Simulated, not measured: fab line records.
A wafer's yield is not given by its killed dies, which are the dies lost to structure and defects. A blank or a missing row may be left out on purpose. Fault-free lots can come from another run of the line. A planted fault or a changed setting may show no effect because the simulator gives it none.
Matching of chambers / flow nand_harc / 4 sister chambers for NHARC_A_BLC_ALD_23 on ald_metal-04
The step deposits TiN, target thk 3 nm, pulse time 1 s, ald cycles 150. 4 wafers are shown with their chamber, then 7 later ones without.

EACH WAFER AND ITS CHAMBER
wafer=L836.5; chamber=3; heater_power_w (W)=1087
wafer=L842.4; chamber=0; heater_power_w (W)=1123
wafer=L855.2; chamber=2; heater_power_w (W)=1147
wafer=L855.4; chamber=1; heater_power_w (W)=992

WAFERS WITHOUT THEIR CHAMBER
wafer=L855.6; heater_power_w (W)=1129
wafer=L857.1; heater_power_w (W)=1134
wafer=L857.2; heater_power_w (W)=1087
wafer=L857.3; heater_power_w (W)=1122
wafer=L858.2; heater_power_w (W)=1051
wafer=L858.4; heater_power_w (W)=1133
wafer=L858.6; heater_power_w (W)=1054

EACH ONE'S CHAMBER
wafer=L855.6; from the rows above=can't be placed: 0 or 2 or 3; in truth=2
wafer=L857.1; from the rows above=can't be placed: 0 or 2 or 3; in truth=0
wafer=L857.2; from the rows above=can't be placed: 3 or 0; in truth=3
wafer=L857.3; from the rows above=can't be placed: 0 or 2 or 3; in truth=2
wafer=L858.2; from the rows above=can't be placed: 3 or 1 or 0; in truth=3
wafer=L858.4; from the rows above=can't be placed: 0 or 2 or 3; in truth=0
wafer=L858.6; from the rows above=can't be placed: 3 or 1 or 0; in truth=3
Correct placement for 0 of the 7. These rows do not allow placing 7 (true chamber among the candidates in 7). 0 placed wrongly.
How it was worked out, from the rows above alone: a wafer's distance from a chamber is the root of the sum, over the readings, of the square of ((its reading less the chamber's mean) divided by the reading's scatter). If the next closest chamber is less than 2 further off than the closest, the wafer can't be placed; otherwise it belongs to the closest. Each chamber's mean is taken over the wafers shown for it. The scatter: with one shown wafer a chamber, the root of the mean of the squares of how far each hidden wafer lies from its nearest shown one.
